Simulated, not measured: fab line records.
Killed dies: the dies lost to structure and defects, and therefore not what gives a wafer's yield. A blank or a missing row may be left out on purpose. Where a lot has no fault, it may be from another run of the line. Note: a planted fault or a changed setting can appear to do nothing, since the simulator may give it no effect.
Which of the tools did it? | flow nand harc | 7 lots, 20 wafers sampled, at 4 steps of a route of 1302

WHAT THE GAUGES SHOWED, per wafer
NHARC_A_ONON_D2_THK_MEAS_05: measures by ellipsometry.
lot  | measured     | on            | thk nm (nm)
L997 | day 13 17:47 | film metro-02 | 993 994 994
L100 | day 14 08:20 | film metro-01 | 998 999 998
L102 | day 14 15:19 | film metro-01 | 1008 1006 1007
L105 | day 16 06:01 | film metro-01 | 983 982 982
L107 | day 17 05:46 | film metro-01 | 999 636
L116 | day 20 12:41 | film metro-01 | 1006 1007 1007
L118 | day 21 23:53 | film metro-02 | 1004 1004 1006

TOOL THAT RAN EACH LOT (tool first, then ch and the chambers of the sampled wafers, then the start)
lot  | NHARC_A_CHANNEL_FILL_D1_STRIP_28   | NHARC_A_DECK1_JOINT_CMP_02    | NHARC_A_ONON_D2_DEP_03
L997 | rie diel-01 ch 0,2,3, day 10 11:24 | cmp-04 ch 0,2,3, day 13 15:31 | pecvd onon-02 ch 0, day 13 17:15
L100 | rie diel-10 ch 0,2, day 11 20:23   | cmp-02 ch 0,1,3, day 14 06:05 | pecvd onon-01 ch 0, day 14 07:52
L102 | rie diel-11 ch 2,3, day 12 05:46   | cmp-02 ch 0,1,2, day 14 13:31 | pecvd onon-04 ch 0, day 14 14:59
L105 | rie diel-10 ch 1,2,3, day 13 21:06 | cmp-03 ch 1,2, day 16 04:10   | pecvd onon-04 ch 0, day 16 05:30
L107 | rie diel-10 ch 1,2, day 14 14:58   | cmp-02 ch 0,2, day 17 03:52   | pecvd onon-04 ch 0, day 17 05:18
L116 | rie diel-01 ch 1,2, day 17 22:41   | cmp-02 ch 0,3, day 20 10:48   | pecvd onon-02 ch 0, day 20 12:17
L118 | rie diel-01 ch 0,1,3, day 19 08:56 | cmp-03 ch 1,3, day 21 22:02   | pecvd onon-02 ch 0, day 21 23:23
- NHARC_A_CHANNEL_FILL_D1_STRIP_28: strips in O2, time 20 s.
- NHARC_A_DECK1_JOINT_CMP_02: polishes SiOx.
- NHARC_A_ONON_D2_DEP_03: target thk 1000 nm.

THE ANSWER, worked out from the rows above alone
Rule: what is usual is taken from the lots themselves. Put in order of their means at a reading, lots are off if they are a third of the lots or fewer, leave a main group of 4 or more, and stand apart from it by a gap of 3 or more times the standard deviation of the main group's means; of several such gaps the widest counts. Not used: any main group whose means are identical at the precision the tables above print for the reading. A lot without any number at a reading at which 4 lots or more have one is off too. Any other lot the step has rows for is counted as sound.
Off: L107 (NHARC_A_ONON_D2_THK_MEAS_05, thk nm). The main group has a mean of 999 nm with a standard deviation of 8.8.
If a tool, at a process step before that reading, ran all the lots that are off and no sound lot after the first of them, it fits. The gauges at NHARC_A_ONON_D2_THK_MEAS_05 are tried like those tools. This does not decide it: 2 tools fit, namely rie diel-10 at NHARC_A_CHANNEL_FILL_D1_STRIP_28 and pecvd onon-04 at NHARC_A_ONON_D2_DEP_03.

WHAT WAS PUT IN BY THE SIMULATOR
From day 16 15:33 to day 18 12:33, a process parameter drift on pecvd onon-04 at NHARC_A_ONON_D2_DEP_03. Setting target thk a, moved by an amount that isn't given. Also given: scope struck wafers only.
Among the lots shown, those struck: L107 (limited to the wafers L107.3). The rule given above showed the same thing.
